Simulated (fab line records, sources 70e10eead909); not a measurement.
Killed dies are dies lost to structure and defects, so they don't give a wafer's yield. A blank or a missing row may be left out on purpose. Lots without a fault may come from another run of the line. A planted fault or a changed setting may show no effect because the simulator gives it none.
fab line records | flow nand_harc
record lots=12 wafers=36 last_day=34
route steps=1302 shown A_ZERO_WELL@403 A_ONON_D1@427 END@1302
lots that met no fault: from a run of the same line without faults
start_h: hours from the record's first day to the start of the lot's first wafer shown | wait_h: hours since the lot's step before | " the same as in the row above | L1.1+2: a row that stands for several wafers | - no value, or no start given | * or withheld: withheld | < > ~ a bound
route shown NAME@n: a module of which the file shows steps, and the number in the route of the first | usual: mean/standard deviation of fault-free wafers | same: alike in all rows | chamber/n: place in a boat | sites: the reading at each site | _std_site: their standard deviation | _edge_site: outer sites' mean less inner sites' | radius_mm: how far each site lies from the wafer's centre | mask NAME#n: copy n | behind: the tool/chamber that last shaped the wafer | hold: why the lot was held/for how many hours/how that ended | device: the transistor (n, p or np) that didn't switch | end of line: the same wafers' tests at the end of the route | a step without rows: its recipe alone | killed: dies lost to structure and defects at the first sort, not the wafer's yield | map: a wafer's dies, x killed, . not, _ none there
set.NAME: the setting as run; set.NAME@STEP: as run at that earlier step | model.NAME: the simulator's own value behind a step, which no gauge read
steps of the route over a sample of lots; a table a step, a row a wafer
services: from which hour (start_h, from the record's first day; less than 0 if before it) a tool's chamber was out of use, for how many hours, and why
## steps
# step NHARC_A_ZERO_WELL_DESCUM_12
# recipe time_s=3 o2_flow_sccm=200 ar_flow_sccm=0 bias_power_w=0 chemistry=O2
# usual drypump_motor_current_A=5.7/0.34 oes_product_au=1.000/0.0078 rf_vpp_V=57.7/0.99 showerhead_plenum_p_Torr=1.90/0.095 throttle_valve_pct=11.310/0.0087
# columns lot.wafer tool chamber start_h wait_h drypump_motor_current_A oes_product_au rf_hours_counter_h rf_vpp_V showerhead_plenum_p_Torr throttle_valve_pct
L585.1 rie_diel-03 2 159.36 - 6.0 1.002 1 58.8 2.05 11.314
L585.2 " 0 " " 5.7 0.998 1 57.7 1.96 11.307
L585.5 " 1 " " 6.5 0.991 - 56.7 1.83 11.303
L586.1 rie_diel-05 0 163.19 - 5.5 1.001 16 57.2 1.92 11.299
L586.4 " 2 " " 5.7 1.005 15 56.4 1.78 11.290
L586.6 " 0 " " 5.5 0.991 - 58.5 1.92 11.311
L587.3 rie_diel-03 1 181.55 - 6.4 0.996 2 57.7 1.83 11.323
L587.1 " 2 " " 5.9 1.006 2 58.6 2.05 11.302
L587.6 " 0 " " 5.7 1.004 - 57.6 1.96 11.307
L591.4 rie_diel-03 3 218.07 - 5.1 0.994 4 58.8 1.85 11.325
L591.2 " 0 " " 5.8 1.001 3 57.6 1.96 11.312
L591.5 " 1 " " 6.5 0.998 - 57.2 1.83 11.308
L592.1 rie_diel-05 0 224.51 - 5.5 1.004 28 58.2 1.92 11.325
L592.2 " 2 " " 5.7 1.006 25 57.4 1.78 11.303
L592.4 " 3 " " 5.6 1.002 27 56.9 1.82 11.302
L593.2 rie_diel-03 1 244.06 - 6.5 0.997 5 57.9 1.83 11.297
L593.6 " 3 " " 5.1 0.985 - 57.3 1.85 11.302
L593.5 " 0 " " 5.8 0.996 - 57.2 1.96 11.318
L594.3 rie_diel-08 0 246.73 - 5.7 0.998 15 58.0 1.79 11.313
L594.5 " 3 " " 5.9 0.997 - 57.1 1.88 11.316
L594.6 " 1 " " 5.5 1.005 - 58.7 2.07 11.304
L595.2 rie_diel-05 3 266.40 - 5.7 0.988 5 56.9 1.82 11.302
L595.5 " 3 " " 5.7 0.984 - 57.8 1.82 11.304
L595.6 " 0 " " 5.5 0.996 - 57.9 1.92 11.311
L597.3 rie_diel-08 0 287.16 - 5.7 0.992 34 56.2 1.79 11.329
L597.6 " 2 " " 5.8 1.016 - 58.1 1.82 11.303
L597.5 " 3 " " 5.9 1.002 - 56.7 1.88 11.303
L603.2 rie_diel-03 2 338.45 - 6.0 0.997 2 59.4 2.05 11.313
L603.4 " 1 " " 6.4 1.018 2 58.3 1.83 11.312
L603.5 " 3 " " 5.1 1.005 - 58.4 1.84 11.317
L605.1 rie_diel-08 1 359.24 - 5.5 1.011 61 58.5 2.06 11.318
L605.3 " 2 " " 5.8 1.015 49 56.8 1.82 11.308
L605.2 " 3 " " 5.9 1.017 47 56.7 1.87 11.304
L606.3 rie_diel-05 2 363.28 - 5.7 1.000 27 59.5 1.77 11.320
L606.2 " 0 " " 5.5 1.002 21 57.6 1.91 11.305
L606.1 " 1 " " 5.4 1.006 26 58.5 1.99 11.304
# step NHARC_A_ONON_D1_THK_MEAS_05
# recipe thk_meas_gauge=ellipsometry
# usual thk_nm=1001/9.3
# columns lot.wafer tool chamber start_h wait_h thk_nm
L585.1 film_metro-02 - 181.97 - 999
L585.2 " - " " 997
L585.5 " - " " 996
L586.1 film_metro-01 - 188.08 - 994
L586.4 " - " " 993
L586.6 " - " " 994
L587.1 film_metro-01 - 207.79 - 1011
L587.3 " - " " 1011
L587.6 " - " " 1013
L591.2 film_metro-01 - 242.54 - 990
L591.4 " - " " 988
L591.5 " - " " 989
L592.1 film_metro-02 - 246.48 - 1008
L592.2 " - " " 1008
L592.4 " - " " 1007
L593.2 film_metro-01 - 265.79 - 1005
L593.5 " - " " 1003
L593.6 " - " " 1005
L594.3 film_metro-01 - 270.07 - 1005
L594.5 " - " " 1004
L594.6 " - " " 1004
L595.2 film_metro-01 - 288.81 - 1009
L595.5 " - " " 1009
L595.6 " - " " 1009
L597.3 film_metro-01 - 309.78 - 988
L597.5 " - " " 989
L597.6 " - " " 988
L603.2 film_metro-01 - 359.47 - 1001
L603.4 " - " " 1000
L603.5 " - " " 1001
L605.1 film_metro-01 - 381.73 - 992
L605.2 " - " " 988
L605.3 " - " " 992
L606.1 film_metro-01 - 390.12 - 984
L606.2 " - " " 985
L606.3 " - " " 986
# step NHARC_A_ONON_D1_DEP_33
# recipe target_thk_a=2000 temp_c=400 pressure_torr=6.5 rf_w=900 teos_flow_sccm=161.4 flow_sccm=2650 target_thk_nm=200 gas=O2 material=SiO2
# usual heater_power_w=533/98 mfc_precursor_sccm=161.4/0.49 throttle_valve_pct=15.8/0.5
# columns lot.wafer tool chamber start_h wait_h heater_power_w mfc_precursor_sccm throttle_valve_pct
L585.1 pecvd-01 1 193.69 0.1 496 161.7 16.0
L585.2 " 2 " " 505 162.0 16.0
L585.5 " 2 " " 516 161.7 15.8
L586.1 pecvd-04 1 203.62 0.1 297 160.8 15.6
L586.4 " 0 " " 639 161.3 15.1
L586.6 " 1 " " 311 160.8 15.5
L587.1 pecvd-04 1 219.64 0.1 392 161.4 15.5
L587.3 " 2 " " 441 160.9 15.5
L587.6 " 2 " " 455 161.0 15.5
L592.1 pecvd-04 0 257.97 0.1 677 160.4 15.3
L592.2 " 2 " " 496 161.0 15.6
L592.4 " 0 " " 535 161.3 15.3
L591.2 pecvd-03 1 258.01 0.1 466 161.8 16.0
L591.5 " 0 " " 560 161.2 15.7
L591.4 " 1 " " 469 161.6 16.1
L593.2 pecvd-01 2 278.12 0.1 528 160.8 16.4
L593.5 " 1 " " 444 161.0 15.9
L593.6 " 2 " " 534 161.0 16.3
L594.3 pecvd-01 2 281.96 0.1 610 161.4 16.3
L594.6 " 0 " " 658 161.7 17.1
L594.5 " 2 " " 624 160.4 16.3
L595.2 pecvd-03 1 300.58 0.1 476 160.4 16.1
L595.6 " 1 " " 507 160.5 16.5
L595.5 " 2 " " 610 161.7 15.3
L597.3 pecvd-03 2 326.67 0.1 606 160.5 15.4
L597.6 " 1 " " 541 161.9 16.6
L597.5 " 2 " " 633 161.0 15.5
L603.2 pecvd-01 0 375.46 0.1 578 129.4 16.2
L603.5 " 2 " " 603 160.9 15.8
L603.4 " 0 " " 587 129.0 16.0
L605.3 pecvd-01 1 395.65 0.1 512 160.7 15.5
L605.2 " 2 " " 634 161.2 15.7
L605.1 " 0 " " 660 128.9 16.1
L606.3 pecvd-03 2 401.96 0.1 511 161.4 14.6
L606.1 " 0 " " 613 161.5 15.6
L606.2 " 1 " " 572 161.4 15.8
# step NHARC_A_ONON_D1_THK_MEAS_34
# recipe thk_meas_gauge=ellipsometry
# usual thk_nm=201.0/2.9
# columns lot.wafer tool chamber start_h wait_h thk_nm
L585.1 film_metro-02 - 194.06 - 198.5
L585.2 " - " " 200.6
L585.5 " - " " 202.8
L586.1 film_metro-02 - 203.99 - 197.7
L586.4 " - " " 203.4
L586.6 " - " " 203.2
L587.1 film_metro-01 - 220.06 - 198.2
L587.3 " - " " 202.2
L587.6 " - " " 204.2
L591.2 film_metro-02 - 258.38 - 200.1
L591.4 " - " " 201.0
L591.5 " - " " 198.8
L592.1 film_metro-02 - 258.39 - 200.4
L592.2 " - " " 197.6
L592.4 " - " " 203.6
L593.2 film_metro-01 - 278.49 - 201.4
L593.5 " - " " 201.8
L593.6 " - " " 205.0
L594.3 film_metro-01 - 282.29 - 202.1
L594.5 " - " " 202.1
L594.6 " - " " 203.8
L595.2 film_metro-02 - 301.00 - 199.5
L595.5 " - " " 202.3
L595.6 " - " " 199.7
L597.3 film_metro-02 - 327.04 - 200.7
L597.5 " - " " 202.7
L597.6 " - " " 201.0
L603.2 film_metro-01 - 375.79 - 157.7
L603.4 " - " " 164.2
L603.5 " - " " 197.9
L605.1 film_metro-01 - 396.06 - 159.4
L605.2 " - " " 198.5
L605.3 " - " " 195.5
L606.1 film_metro-01 - 402.37 - 197.2
L606.2 " - " " 198.4
L606.3 " - " " 201.1
# step NHARC_A_ONON_D1_INSPECT_32
# usual raw_defect_count=72/32
# columns lot.wafer tool chamber start_h wait_h raw_defect_count
L585.1 defect_inspect-01 - 194.14 0.0 29
L585.2 " - " " 104
L585.5 " - " " 43
L586.1 defect_inspect-01 - 204.07 0.0 189
L586.4 " - " " 145
L586.6 " - " " 119
L587.1 defect_inspect-01 - 220.12 0.0 78
L587.3 " - " " 68
L587.6 " - " " 88
L591.2 defect_inspect-01 - 258.45 0.0 61
L591.4 " - " " 43
L591.5 " - " " 48
L592.1 defect_inspect-02 - 258.45 0.0 92
L592.2 " - " " 106
L592.4 " - " " 73
L593.2 defect_inspect-01 - 278.56 0.0 62
L593.5 " - " " 38
L593.6 " - " " 31
L594.3 defect_inspect-02 - 282.37 0.0 76
L594.5 " - " " 72
L594.6 " - " " 56
L595.2 defect_inspect-02 - 301.08 0.0 95
L595.5 " - " " 89
L595.6 " - " " 151
L597.3 defect_inspect-01 - 327.12 0.0 68
L597.5 " - " " 79
L597.6 " - " " 74
L603.2 defect_inspect-02 - 375.85 0.0 50
L603.4 " - " " 98
L603.5 " - " " 64
L605.1 defect_inspect-01 - 396.14 0.1 75
L605.2 " - " " 92
L605.3 " - " " 70
L606.1 defect_inspect-01 - 402.45 0.0 65
L606.2 " - " " 54
L606.3 " - " " 35
# step NHARC_END_SORT_01
# recipe temp_c=25
# usual killed_at_array=52/18 killed_at_other=0.6/0.83 killed_at_periphery=4.3/2.8 killed_dies=57/19 killed_open=3.4/2 killed_short=2.5/1.7
# same gross_dies=677
# columns lot.wafer tool chamber start_h wait_h killed_at_array killed_at_other killed_at_periphery killed_dies killed_open killed_short
L587.1 prober-02 0 588.38 2.5 68 0 12 80 10 3
L587.3 prober-02 0 589.99 3.1 63 0 9 72 4 0
L587.6 prober-02 0 592.40 4.0 71 0 10 81 3 3
L586.1 prober-01 0 592.81 2.5 24 0 3 27 0 8
L586.4 prober-01 0 595.20 3.4 12 1 3 16 2 1
L586.6 prober-01 0 596.79 4.0 25 2 5 32 6 2
L592.1 prober-01 0 639.42 2.5 55 1 2 58 3 3
L592.2 prober-01 0 640.22 2.8 64 1 2 67 2 2
L592.4 prober-01 0 641.82 3.4 53 0 3 56 4 4
L591.2 prober-02 0 646.41 2.8 66 1 1 68 4 2
L591.4 prober-02 0 647.98 3.4 55 1 3 59 6 4
L591.5 prober-02 0 648.76 3.6 66 2 1 69 4 2
L593.2 prober-01 0 659.23 2.8 23 4 3 30 8 3
L593.5 prober-01 0 661.62 3.7 16 0 1 17 1 5
L593.6 prober-01 0 662.42 4.0 25 1 2 28 4 6
L594.5 prober-02 0 661.60 3.7 74 0 7 81 2 1
L595.2 prober-01 0 689.02 2.8 37 1 5 43 4 3
L595.5 prober-01 0 691.41 3.7 31 0 4 35 4 2
L595.6 prober-01 0 692.21 4.0 25 1 8 34 3 2
# killed by level:class
L587.1 A_CHANNEL_HOLE_D1:chamber_film_flake=32 A_SLIT:chamber_film_flake=19 P_GATE:chamber_film_flake=5 A_CONTACT:chamber_film_flake=4 A_CHANNEL_HOLE_D2:chamber_film_flake=4 P_STI:geometric_particle:open=2 P_CONTACT:geometric_particle:open=2 P_M0:geometric_particle:open=2
L587.3 A_CHANNEL_HOLE_D1:chamber_film_flake=32 A_SLIT:chamber_film_flake=13 A_CHANNEL_HOLE_D2:chamber_film_flake=7 P_GATE:chamber_film_flake=5 A_STAIRCASE:chamber_film_flake=4 A_CONTACT:chamber_film_flake=4 P_CONTACT:geometric_particle:open=2 P_M1:chamber_film_flake=2
L587.6 A_CHANNEL_HOLE_D1:chamber_film_flake=40 A_SLIT:chamber_film_flake=19 P_GATE:chamber_film_flake=8 A_CONTACT:chamber_film_flake=3 P_GATE:geometric_particle:short=1 A_ONON_D1:geometric_particle:open=1 A_CHANNEL_FILL_D1:geometric_particle:short=1 A_DECK1_JOINT:geometric_particle:short=1
L586.1 A_STAIRCASE:chamber_film_flake=5 A_CHANNEL_HOLE_D2:chamber_film_flake=4 A_CONTACT:chamber_film_flake=4 A_ONON_D2:geometric_particle:short=3 A_CHANNEL_HOLE_D1:chamber_film_flake=3 P_STI:chamber_film_flake=2 P_M0:geometric_particle:short=1 A_ONON_D1:geometric_particle:short=1
L586.4 A_STAIRCASE:chamber_film_flake=6 A_CHANNEL_HOLE_D2:chamber_film_flake=3 P_GATE:chamber_film_flake=2 P_CONTACT:geometric_particle:open=1 A_SGD_CUT:geometric_particle:open=1 STARTING-WAFER:geometric_particle:short=1 A_CHANNEL_FILL_D1:chamber_film_flake=1 A_CONTACT:chamber_film_flake=1
L586.6 A_STAIRCASE:chamber_film_flake=7 A_CHANNEL_HOLE_D2:chamber_film_flake=6 A_CONTACT:chamber_film_flake=3 P_M0:geometric_particle:open=2 A_M0:geometric_particle:open=2 A_CHANNEL_HOLE_D1:chamber_film_flake=2 A_SLIT:chamber_film_flake=2 THIN_TSV:chamber_film_flake=2
L592.1 A_CHANNEL_HOLE_D1:chamber_film_flake=32 A_STAIRCASE:chamber_film_flake=8 A_CHANNEL_HOLE_D2:chamber_film_flake=4 A_CONTACT:chamber_film_flake=2 A_CHANNEL_FILL_D1:geometric_particle:short=1 A_CHANNEL_FILL_D2:geometric_particle:short=1 A_WL_FILL:geometric_particle:short=1 A_M0:geometric_particle:open=1
L592.2 A_CHANNEL_HOLE_D1:chamber_film_flake=33 A_STAIRCASE:chamber_film_flake=9 A_CHANNEL_HOLE_D2:chamber_film_flake=7 A_CONTACT:chamber_film_flake=4 A_CHANNEL_FILL_D2:chamber_film_flake=3 A_ZERO_WELL:chamber_film_flake=2 A_WL_FILL:chamber_film_flake=2 P_STI:geometric_particle:open=1
L592.4 A_CHANNEL_HOLE_D1:chamber_film_flake=23 A_STAIRCASE:chamber_film_flake=10 A_CHANNEL_HOLE_D2:chamber_film_flake=6 A_DECK1_JOINT:chamber_film_flake=3 P_CONTACT:geometric_particle:open=2 A_SLIT:chamber_film_flake=2 P_GATE:geometric_particle:short=1 A_ONON_D1:geometric_particle:short=1
L591.2 A_CHANNEL_HOLE_D2:chamber_film_flake=32 A_SLIT:chamber_film_flake=18 A_CONTACT:chamber_film_flake=7 A_CHANNEL_HOLE_D1:chamber_film_flake=3 A_CHANNEL_HOLE_D2:geometric_particle:open=2 P_GATE:geometric_particle:open=1 A_ONON_D1:geometric_particle:short=1 A_SGD_CUT:geometric_particle:open=1
L591.4 A_CHANNEL_HOLE_D2:chamber_film_flake=29 A_SLIT:chamber_film_flake=14 A_CONTACT:chamber_film_flake=5 P_CONTACT:geometric_particle:open=2 A_ONON_D2:geometric_particle:open=2 P_M0:geometric_particle:short=1 A_ONON_D1:geometric_particle:short=1 A_STAIRCASE:geometric_particle:short=1
L591.5 A_CHANNEL_HOLE_D2:chamber_film_flake=38 A_SLIT:chamber_film_flake=15 A_CONTACT:chamber_film_flake=4 A_CHANNEL_HOLE_D1:chamber_film_flake=3 A_ONON_D1:geometric_particle:open=2 THIN_TSV:chamber_film_flake=2 P_GATE:geometric_particle:open=1 A_CHANNEL_FILL_D1:geometric_particle:open=1
L593.2 A_CHANNEL_HOLE_D1:chamber_film_flake=4 A_CHANNEL_HOLE_D2:chamber_film_flake=4 THIN_TSV:chamber_film_flake=4 A_CONTACT:chamber_film_flake=3 A_ONON_D1:geometric_particle:open=2 P_CONTACT:geometric_particle:short=1 A_CHANNEL_HOLE_D1:geometric_particle:open=1 A_CHANNEL_FILL_D1:geometric_particle:open=1
L594.5 A_CHANNEL_HOLE_D1:chamber_film_flake=38 A_SLIT:chamber_film_flake=15 A_CHANNEL_HOLE_D2:chamber_film_flake=10 A_CONTACT:chamber_film_flake=4 P_STI:chamber_film_flake=2 P_BONDPAD:chamber_film_flake=2 A_CHANNEL_FILL_D1:chamber_film_flake=2 A_STAIRCASE:chamber_film_flake=2
L593.5 A_CHANNEL_HOLE_D1:chamber_film_flake=5 A_CHANNEL_FILL_D2:geometric_particle:short=2 A_STAIRCASE:chamber_film_flake=2 A_CONTACT:chamber_film_flake=2 A_CHANNEL_FILL_D1:geometric_particle:short=1 A_ONON_D2:geometric_particle:open=1 A_CHANNEL_HOLE_D2:geometric_particle:short=1 P_CONTACT:unspecified:short=1
L593.6 A_CHANNEL_HOLE_D1:chamber_film_flake=5 A_CONTACT:chamber_film_flake=5 A_SLIT:chamber_film_flake=3 A_ONON_D2:geometric_particle:short=2 A_CHANNEL_FILL_D1:chamber_film_flake=2 P_M2:geometric_particle:open=1 A_ONON_D1:geometric_particle:short=1 A_CHANNEL_HOLE_D1:geometric_particle:open=1
L595.2 A_SLIT:chamber_film_flake=18 A_CHANNEL_HOLE_D1:chamber_film_flake=5 A_ONON_D1:geometric_particle:short=3 P_STI:chamber_film_flake=2 P_CONTACT:chamber_film_flake=2 A_CONTACT:chamber_film_flake=2 A_ONON_D1:geometric_particle:open=1 A_DECK1_JOINT:geometric_particle:open=1
L595.5 A_SLIT:chamber_film_flake=17 P_CONTACT:chamber_film_flake=3 A_BLC:geometric_particle:open=2 A_CHANNEL_HOLE_D1:chamber_film_flake=2 A_ONON_D1:geometric_particle:short=1 A_WL_FILL:geometric_particle:short=1 A_WL_FILL:geometric_particle:open=1 A_M0:geometric_particle:open=1
L595.6 A_SLIT:chamber_film_flake=12 P_CONTACT:chamber_film_flake=6 A_DECK1_JOINT:chamber_film_flake=2 A_STAIRCASE:chamber_film_flake=2 A_WL_FILL:chamber_film_flake=2 P_GATE:geometric_particle:open=1 A_CHANNEL_FILL_D1:geometric_particle:short=1 A_CHANNEL_FILL_D1:geometric_particle:open=1
## services
# columns tool chamber start_h hours kind
pecvd-03 0 158.55 3.7 repair
pecvd-04 1 174.83 7.5 repair
pecvd-03 - 185.44 13.0 pm
rie_diel-08 - 193.53 9.0 pm
rie_diel-03 - 208.38 0.4 repair
rie_diel-05 - 229.60 9.0 pm
rie_diel-08 2 244.04 7.6 repair
pecvd-01 1 253.20 4.9 repair
pecvd-04 - 269.23 13.0 pm
rie_diel-03 - 281.30 9.0 pm
rie_diel-08 - 284.16 1.4 repair
rie_diel-03 1 294.82 5.3 repair
pecvd-01 - 311.00 13.0 pm
rie_diel-03 - 330.66 0.8 repair
rie_diel-08 - 334.32 0.7 repair
pecvd-01 1 346.27 3.7 repair
rie_diel-08 0 349.19 9.5 repair
rie_diel-05 0 352.48 4.3 repair
rie_diel-08 - 353.90 1.2 repair
rie_diel-05 3 355.78 9.2 repair
pecvd-03 - 366.59 13.0 pm
rie_diel-08 - 370.53 9.0 pm
pecvd-03 1 380.76 5.9 repair
pecvd-03 - 390.45 2.9 repair
## key
first_sign step=NHARC_A_ONON_D1_DEP_33 reading=mfc_precursor_sccm direction=down sigmas=66 usual=161.4 struck=129.1
effect step=NHARC_A_ONON_D1_THK_MEAS_34 reading=thk_nm direction=down sigmas=14 usual=201.0 struck=160.4
met_at NHARC_A_ONON_D1_DEP_33
struck_lots L603,L605
struck_wafers L603.2,L603.4,L605.1
tester_left_out L603,L605
not_acting_at NHARC_A_ZERO_WELL_DESCUM_12,NHARC_A_ONON_D1_THK_MEAS_05,NHARC_A_ONON_D1_INSPECT_32
onset_between 281.96 375.46
fault kind=process_parameter_drift tool=pecvd-01 chamber=0 onset_h=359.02 steps=NHARC_A_ONON_D1_DEP_33 channel=teos_flow_sccm offset=* shape=step end_h=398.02 acts_in=* stated=*
# tester_left_out: of these lots the tester's yield and bins aren't shown, on N5 and GAA mostly nor the transistor test; their killed dies are dies lost to structure and defects alone, not to doping, threshold or leakage, so they don't give the yield
